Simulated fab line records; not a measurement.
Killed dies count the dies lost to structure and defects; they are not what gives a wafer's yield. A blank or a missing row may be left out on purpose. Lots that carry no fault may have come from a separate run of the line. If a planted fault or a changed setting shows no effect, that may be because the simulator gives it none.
fab line records	flow n5_finfet
record lots=9	wafers=26	last_day=20
route steps=1938 shown MOL_CONTACT_COAG@608 BEOL_M4@1111 PASSIVATION@1936
lots untouched by any fault: they come from a run of this same line in which no faults occurred
start_h: the number of hours between the record's first day and the start of the first shown wafer of the lot	wait_h: hours elapsed since this lot's preceding step	" the same as in the row above	L1.1+2: a single row standing in for several wafers	- no value present, or no start provided	* or withheld: withheld	< > ~ a bound
route shown NAME@n: names a module that has steps shown in the file, with the first one's number in the route	usual: mean/standard deviation of fault-free wafers	same: alike in all rows	chamber/n: place in a boat	sites: the reading at each site	_std_site: standard deviation across them	_edge_site: mean of outer sites minus mean of inner sites	radius_mm: for every site, how far away it sits from the centre of the wafer	mask NAME#n: copy n	behind: the last tool/chamber to shape the wafer	hold: why the lot went on hold/how many hours it stayed there/how the hold came to an end	device: which transistor (n, p or np) failed to switch	end of line: tests of these same wafers at the route's end	step lacking rows: just its recipe	killed: dies that structure and defects cost at the first sort, which is not the same as the wafer's yield	map: per-die view of a wafer (x killed, . not killed, _ where there is no die)
set.NAME: setting as actually run; set.NAME@STEP: the setting as run at that earlier step	model.NAME: the simulator's own value behind a step, which no gauge read
the route's steps for a sample of lots (tables are steps, rows are wafers)
services: when a tool's chamber went out of use (start_h, in hours from the record's first day, below 0 if earlier), for how many hours, and the reason
## steps
# step N5_MOL_CONTACT_COAG_ALD_133
# recipe material=SiO2	target_thk_a=50	temp_c=100	ald_precursor_family=BDEAS	ald_co_reactant=O2-plasma	pulse_time_s=1	co_reactant_pulse_time_s=1	purge_time_s=2	co_reactant_purge_time_s=2	ald_cycles=35	pressure_torr=2
# usual ald_cycles=35/0	heater_power_w=78/9.4	precursor_pulse_height_rel=0.999/0.02
lot.wafer	tool	chamber	start_h	wait_h	ald_cycles	heater_power_w	precursor_pulse_height_rel
L397.2	ald_sin-01	3	114.67	0.1	35	87	0.967
L397.3	"	0	"	"	35	75	1.001
L397.5	"	1	"	"	35	68	0.985
L398.1	ald_sin-02	0	119.60	0.1	35	67	1.001
L398.4	"	1	"	"	35	76	0.986
L398.5	"	2	"	"	35	74	1.009
L400.4	ald_sin-01	3	130.23	0.0	35	84	1.005
L400.5	"	3	"	"	35	85	0.985
L400.6	"	2	"	"	35	97	1.031
L405.2	ald_sin-01	0	162.57	0.1	19	75	0.984
L405.5	"	3	"	"	19	86	1.003
L411.1	ald_sin-02	2	198.03	0.1	35	73	1.014
L411.5	"	3	"	"	35	72	1.007
L411.6	"	2	"	"	35	73	1.002
L412.2	ald_sin-02	2	205.37	0.1	35	72	0.980
L412.3	"	0	"	"	35	67	1.024
L412.4	"	3	"	"	35	72	0.945
L415.2	ald_sin-02	2	217.74	0.1	35	73	1.047
L415.4	"	3	"	"	35	73	0.968
L415.5	"	3	"	"	35	73	1.013
L416.1	ald_sin-02	0	228.40	0.1	35	66	0.958
L416.3	"	2	"	"	35	73	0.955
L416.6	"	2	"	"	35	75	1.015
L418.1	ald_sin-01	2	257.32	0.3	35	101	1.013
L418.2	"	3	"	"	35	88	0.964
L418.5	"	2	"	"	35	102	0.993
# step N5_MOL_CONTACT_COAG_ETCH_67
# recipe chemistry=N2/H2	target=SOC	target_depth_a=600	overetch_a=210	mask_material=SiARC	temp_c=40	time_s=101.2	ion_energy_ev=200	pressure_mtorr=30	source_w=840	bias_w=150	n2_flow_sccm=200	h2_flow_sccm=200
# usual drypump_motor_current_A=5.6/0.53	h2_flow_sccm=200.0/0.59	n2_flow_sccm=200.0/0.6	oes_product_au=0.70/0.071	rf_fwd_power_W=833.7/2.7	rf_vpp_V=524.9/3	showerhead_plenum_p_Torr=2.58/0.11	throttle_valve_pct=17.75/0.2
lot.wafer	tool	chamber	start_h	wait_h	drypump_motor_current_A	h2_flow_sccm	n2_flow_sccm	oes_product_au	rf_fwd_power_W	rf_hours_counter_h	rf_vpp_V	showerhead_plenum_p_Torr	throttle_valve_pct
L397.2	rie_diel-01	2	114.88	0.0	5.4	199.8	199.5	0.81	829.8	4	528.4	2.71	17.60
L397.3	"	1	"	"	5.1	200.1	200.9	0.77	831.2	17	527.1	2.71	17.70
L397.5	"	0	"	"	5.8	199.0	199.1	0.69	834.0	-	525.8	2.57	17.58
L398.1	rie_diel-01	1	119.81	0.0	5.1	199.4	199.4	0.76	834.5	19	528.3	2.71	17.69
L398.4	"	2	"	"	5.3	200.4	200.8	0.80	833.4	6	526.0	2.71	17.61
L398.5	"	3	"	"	6.3	199.8	199.3	0.77	834.9	-	521.5	2.50	17.80
L400.4	rie_diel-04	2	130.44	0.0	6.1	200.2	199.6	0.68	831.6	75	524.6	2.57	17.53
L400.5	"	3	"	"	6.1	199.7	200.0	0.59	836.6	-	521.2	2.40	18.07
L400.6	"	0	"	"	5.3	200.2	200.5	0.77	837.6	-	523.3	2.50	17.66
L405.2	rie_diel-03	3	162.78	0.0	4.8	200.4	199.7	0.60	832.1	204	526.4	2.62	18.18
L405.5	"	3	"	"	4.9	199.7	200.5	0.60	831.9	-	525.4	2.62	18.18
L411.1	rie_diel-03	0	198.24	0.0	5.5	199.8	200.0	0.81	833.5	6	522.4	2.49	17.35
L411.5	"	1	"	"	6.6	201.5	200.1	0.70	833.0	-	529.2	2.69	17.81
L411.6	"	0	"	"	5.5	200.1	200.3	0.81	833.8	-	522.1	2.49	17.36
L412.2	rie_diel-03	0	205.62	0.0	5.5	199.8	200.0	0.81	826.8	9	521.4	2.49	17.38
L412.3	"	3	"	"	4.8	199.9	200.8	0.60	837.7	210	527.0	2.62	18.20
L412.4	"	1	"	"	6.5	200.0	199.6	0.70	837.5	72	526.2	2.69	17.84
L415.2	rie_diel-04	1	218.00	0.0	5.1	200.2	199.4	0.72	834.7	38	528.6	2.70	17.62
L415.4	"	2	"	"	6.1	199.2	200.9	0.66	832.9	106	524.9	2.55	17.58
L415.5	"	1	"	"	5.1	200.2	199.2	0.72	833.9	-	528.5	2.71	17.61
L416.1	rie_diel-04	0	228.61	0.0	5.3	200.7	200.2	0.72	831.5	56	522.3	2.48	17.72
L416.3	"	1	"	"	5.1	200.0	200.2	0.72	833.7	40	529.7	2.70	17.60
L416.6	"	1	"	"	5.1	199.5	199.8	0.72	833.6	-	528.6	2.70	17.64
L418.1	rie_diel-04	3	257.54	0.0	6.1	199.3	201.2	0.77	834.1	21	530.2	2.70	17.73
L418.2	"	1	"	"	5.0	198.9	199.8	0.71	834.6	52	527.2	2.70	17.63
L418.5	"	3	"	"	6.1	199.4	199.8	0.77	837.8	-	529.1	2.70	17.71
# step N5_MOL_CONTACT_COAG_ETCH_124
# recipe chemistry=CH3F/O2	target=SiNx	target_depth_a=65	mask_material=SOC	stop_on=SiOC	over_etch_frac=0.3	ion_energy_ev=120	pressure_mtorr=30	source_w=395	bias_w=73	Ar_flow_sccm=150	CH3F_flow_sccm=30	O2_flow_sccm=20	ends=end_point
# usual drypump_motor_current_A=5.6/0.52	oes_product_au=0.71/0.073	rf_fwd_power_W=390.1/1.6	rf_vpp_V=298/3.3	showerhead_plenum_p_Torr=2.03/0.082	throttle_valve_pct=16.23/0.21
lot.wafer	tool	chamber	start_h	wait_h	drypump_motor_current_A	oes_product_au	rf_fwd_power_W	rf_hours_counter_h	rf_vpp_V	showerhead_plenum_p_Torr	throttle_valve_pct
L397.2	rie_diel-01	2	115.03	0.0	5.4	0.82	388.9	4	301	2.14	16.10
L397.3	"	1	"	"	5.1	0.78	389.7	17	303	2.13	16.17
L397.5	"	0	"	"	5.8	0.70	391.6	-	298	2.02	16.18
L398.1	rie_diel-01	1	119.96	0.0	5.1	0.78	392.1	19	304	2.13	16.17
L398.4	"	2	"	"	5.4	0.81	387.6	6	300	2.14	16.11
L398.5	"	3	"	"	6.3	0.79	388.9	-	296	1.97	16.23
L400.4	rie_diel-04	2	130.59	0.0	6.1	0.70	389.6	75	296	2.02	16.03
L400.5	"	3	"	"	6.1	0.60	394.0	-	295	1.89	16.66
L400.6	"	0	"	"	5.3	0.79	388.3	-	304	1.96	16.14
L405.2	rie_diel-03	3	162.93	0.0	4.8	0.62	389.9	204	300	2.07	16.62
L405.5	"	3	"	"	4.8	0.62	390.7	-	301	2.07	16.62
L411.1	rie_diel-03	0	198.39	0.0	5.5	0.82	389.7	6	296	1.96	15.90
L411.5	"	1	"	"	6.5	0.72	391.3	-	301	2.11	16.25
L411.6	"	0	"	"	5.5	0.83	388.8	-	297	1.96	15.92
L412.2	rie_diel-03	0	205.77	0.0	5.5	0.82	387.9	9	297	1.96	15.93
L412.3	"	3	"	"	4.8	0.61	390.9	210	299	2.06	16.62
L412.4	"	1	"	"	6.5	0.71	391.9	72	300	2.11	16.26
L415.2	rie_diel-04	1	218.15	0.0	5.1	0.74	390.9	38	297	2.12	15.94
L415.4	"	2	"	"	6.1	0.67	393.5	106	296	2.01	16.11
L415.5	"	1	"	"	5.1	0.73	389.4	-	298	2.11	15.95
L416.1	rie_diel-04	0	228.76	0.0	5.3	0.74	388.0	56	303	1.95	16.19
L416.3	"	1	"	"	5.0	0.73	390.6	40	298	2.11	15.95
L416.6	"	1	"	"	5.0	0.73	389.3	-	299	2.11	15.95
L418.1	rie_diel-04	3	257.69	0.0	6.1	0.79	392.0	21	297	2.13	16.27
L418.2	"	1	"	"	5.0	0.72	390.0	52	298	2.11	15.96
L418.5	"	3	"	"	6.0	0.79	392.5	-	300	2.13	16.30
# step N5_MOL_CONTACT_COAG_STRIP_49
# recipe chemistry=N2/H2	time_s=30	power_w=1000	temp_c=250	pressure_mtorr=withheld	n2_flow_sccm=1750	h2_flow_sccm=3250
# usual drypump_motor_current_A=5.8/0.51	h2_flow_sccm=3250/10	heater_power_w=352/51	n2_flow_sccm=1750/4.5
lot.wafer	tool	chamber	start_h	wait_h	drypump_motor_current_A	h2_flow_sccm	heater_power_w	n2_flow_sccm	rf_hours_counter_h
L397.2	plasma_asher-02	1	115.20	-	5.8	3252	424	1746	43
L397.3	"	1	"	"	5.9	3252	418	1755	-
L397.5	"	0	"	"	5.1	3250	344	1753	-
L398.1	plasma_asher-01	1	120.14	-	6.5	3268	361	1755	98
L398.4	"	1	"	"	6.5	3275	361	1762	-
L398.5	"	0	"	"	6.0	3251	272	1744	-
L400.4	plasma_asher-02	1	130.79	-	5.8	3243	415	1744	-
L400.5	"	1	"	"	5.8	3236	428	1751	-
L400.6	"	0	"	"	5.1	3253	350	1756	-
L405.2	plasma_asher-02	1	163.11	-	5.9	3255	417	1757	51
L405.5	"	1	"	"	5.8	3231	418	1750	-
L411.1	plasma_asher-02	0	198.57	-	5.1	3251	352	1746	59
L411.5	"	0	"	"	5.1	3260	337	1746	-
L411.6	"	1	"	"	5.9	3243	410	1749	-
L412.2	plasma_asher-01	0	205.94	-	6.1	3252	271	1746	115
L412.3	"	0	"	"	6.0	3251	267	1738	-
L412.4	"	1	"	"	6.5	3268	361	1747	-
L415.2	plasma_asher-01	1	218.33	-	6.5	3251	360	1748	117
L415.4	"	1	"	"	6.6	3263	355	1743	-
L415.5	"	0	"	"	6.1	3239	267	1748	-
L416.1	plasma_asher-01	0	228.94	-	6.0	3257	270	1751	118
L416.3	"	0	"	"	6.1	3250	276	1753	-
L416.6	"	1	"	"	6.5	3254	346	1748	-
L418.1	plasma_asher-02	0	257.86	-	5.1	3263	349	1750	71
L418.2	"	1	"	"	5.9	3248	412	1740	71
L418.5	"	1	"	"	5.8	3240	402	1749	-
# step N5_BEOL_M4_RC_MEAS_101
# usual DIBL_N=36.6/1.1	DIBL_P=36.8/1.6	IOFF_N=0.169/0.024	IOFF_P=0.206/0.028	ION_N=679/9.2	ION_P=462/7	SS_N=71.6/0.57	SS_P=73.3/0.57	VT_N=248.8/2.4	VT_P=-251/3
lot.wafer	tool	chamber	start_h	wait_h	DIBL_N[mV/V]	DIBL_P[mV/V]	IOFF_N[nA/um]	IOFF_P[nA/um]	ION_N[uA/um]	ION_P[uA/um]	SS_N[mV/dec]	SS_P[mV/dec]	VT_N[mV]	VT_P[mV]
L397.2	prober-02	0	196.26	0.2	38.0	36.6	0.222	0.228	689	460	72.8	73.8	244.6	-247
L397.3	"	0	"	"	35.2	33.2	0.158	0.176	684	460	71.6	72.5	246.5	-251
L397.5	"	0	"	"	36.1	34.4	0.171	0.189	677	462	71.7	73.7	247.0	-251
L400.4	prober-02	0	222.92	0.5	36.6	38.2	0.165	0.221	691	468	71.3	72.3	248.0	-249
L400.5	"	0	"	"	35.6	36.9	0.140	0.201	668	465	71.5	72.2	250.8	-251
L400.6	"	0	"	"	38.0	39.2	0.183	0.234	683	473	72.2	73.5	250.1	-248
L398.1	prober-01	0	224.32	0.0	35.8	35.8	0.138	0.190	671	462	71.0	73.5	252.2	-252
L398.4	"	0	"	"	36.5	37.8	0.158	0.219	678	464	70.8	73.9	248.2	-252
L398.5	"	0	"	"	36.6	37.3	0.155	0.197	674	463	70.9	72.4	248.5	-253
L411.1	prober-01	0	299.44	0.0	35.0	33.5	0.128	0.166	667	454	70.8	72.3	254.6	-254
L411.5	"	0	"	"	34.8	33.7	0.135	0.166	665	456	71.5	72.3	251.3	-255
L411.6	"	0	"	"	35.8	34.4	0.142	0.176	667	458	71.3	73.0	251.5	-253
L412.2	prober-02	0	299.86	0.2	37.6	36.6	0.173	0.171	673	447	71.0	73.9	248.9	-255
L412.3	"	0	"	"	38.0	37.1	0.187	0.183	680	453	72.1	73.8	248.6	-259
L412.4	"	0	"	"	36.0	34.8	0.149	0.158	673	451	71.1	73.6	251.8	-258
L415.2	prober-02	0	316.62	0.2	36.3	37.4	0.169	0.221	673	466	71.8	73.9	249.2	-247
L415.4	"	0	"	"	35.4	36.6	0.160	0.210	678	466	72.1	73.6	249.0	-251
L415.5	"	0	"	"	35.3	36.5	0.150	0.212	672	466	72.1	73.2	253.6	-251
L416.1	prober-02	0	339.08	0.0	35.1	35.8	0.150	0.162	672	450	71.7	73.1	249.1	-257
L416.3	"	0	"	"	35.8	37.0	0.165	0.175	675	447	71.1	73.6	247.9	-255
L416.6	"	0	"	"	36.7	37.9	0.179	0.186	685	456	71.0	74.1	247.0	-256
L418.1	prober-02	0	349.03	0.0	35.9	36.9	0.140	0.171	673	455	70.7	72.8	255.4	-252
L418.2	"	0	"	"	36.3	37.3	0.143	0.179	675	460	71.4	72.9	252.2	-253
L418.5	"	0	"	"	37.0	38.6	0.157	0.190	675	461	71.6	72.7	250.8	-252
# step N5_PASSIVATION_PROBE_49
# usual killed_at_M0_to_M3=36/11	killed_at_M4_up=14/5.6	killed_at_contacts=11/5.6	killed_at_front_end=40/12	killed_at_other=4/3.2	killed_dies=105/17	killed_on_rim=14/3.4	killed_open=69/12	killed_short=34/8.4
# same gross_dies=1180	killed_at_back_side=0
lot.wafer	tool	chamber	start_h	wait_h	killed_at_M0_to_M3	killed_at_M4_up	killed_at_contacts	killed_at_front_end	killed_at_other	killed_dies	killed_on_rim	killed_open	killed_short
L405.2	prober-01	-	367.47	0.1	42	14	1096	28	0	1180	152	57	34
L405.5	prober-01	-	367.62	0.2	52	9	1075	39	4	1179	152	61	50
# killed by level:class
L405.2 MOL_CONTACT_COAG:area_ald=1088 BEOL_M0_SAQP:geometric_particle:short=11 BEOL_M3:geometric_particle:open=10 FIN_SAQP:geometric_particle:short=7 MOL_CONTACT_COAG:geometric_particle:open=7 BEOL_M2:geometric_particle:open=6 BEOL_M4:geometric_particle:open=6 BEOL_M0_SAQP:geometric_particle:open=5
L405.5 MOL_CONTACT_COAG:area_ald=1068 BEOL_M0_SAQP:geometric_particle:short=14 FIN_SAQP:geometric_particle:open=12 FIN_SAQP:geometric_particle:short=12 BEOL_M0_SAQP:geometric_particle:open=9 BEOL_M1:geometric_particle:open=9 MOL_CONTACT_COAG:geometric_particle:open=5 BEOL_M2:geometric_particle:short=5
## services
tool	chamber	start_h	hours	kind
rie_diel-04	1	92.78	-	clean
rie_diel-04	1	92.78	-	consumable_replace:focus_ring
rie_diel-04	1	92.78	-	consumable_replace:showerhead
rie_diel-04	1	92.78	18.6	scheduled_down
rie_diel-04	1	92.78	18.6	vent_cycle
ald_sin-01	2	93.51	33.4	repair
ald_sin-02	-	97.52	6.0	pm
rie_diel-04	3	103.26	4.3	repair
rie_diel-01	-	129.43	10.9	repair
ald_sin-01	0	131.12	7.1	repair
rie_diel-04	3	138.33	9.4	repair
rie_diel-01	2	143.52	8.2	repair
rie_diel-03	0	165.44	-	clean
rie_diel-03	0	165.44	-	consumable_replace:focus_ring
rie_diel-03	0	165.44	20.8	scheduled_down
rie_diel-03	0	165.44	20.8	vent_cycle
ald_sin-02	-	177.90	14.0	pm
rie_diel-04	3	182.81	-	clean
rie_diel-04	3	182.81	-	consumable_replace:focus_ring
rie_diel-04	3	182.81	-	consumable_replace:showerhead
rie_diel-04	3	182.81	17.6	scheduled_down
rie_diel-04	3	182.81	17.6	vent_cycle
ald_sin-01	2	236.07	3.2	repair
ald_sin-02	-	247.15	6.1	pm
## key
first_sign step=N5_MOL_CONTACT_COAG_ALD_133	reading=ald_cycles	direction=down	sigmas=99+	usual=*	struck=*
effect step=N5_PASSIVATION_PROBE_49	reading=killed_at_contacts	direction=up	sigmas=99+	usual=11	struck=1086
more_kills_born_at N5_MOL_CONTACT_COAG_ALD_133@ald_sin-01=2156
met_at N5_MOL_CONTACT_COAG_ALD_133
struck_lots L405
struck_wafers L405.2,L405.5
later_rows_left_out L405.2,L405.5
tester_left_out L405
not_acting_at N5_MOL_CONTACT_COAG_ETCH_67,N5_MOL_CONTACT_COAG_ETCH_124,N5_MOL_CONTACT_COAG_STRIP_49
onset_between 130.23 162.57
fault kind=process_parameter_drift	tool=ald_sin-01	chamber=-	onset_h=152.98	steps=N5_MOL_CONTACT_COAG_ALD_133	channel=ald_cycles	offset=*	shape=step	end_h=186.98	scope=struck_wafers_only	acts_in=*	stated=*
# tester_left_out: of these lots the tester's yield and bins aren't shown, on N5 and GAA mostly nor the transistor test; their killed dies are dies lost to structure and defects alone, not to doping, threshold or leakage, so they don't give the yield
# later_rows_left_out: the simulator's readings of these wafers behind a module that went badly wrong aren't trusted and aren't shown, but for the sort
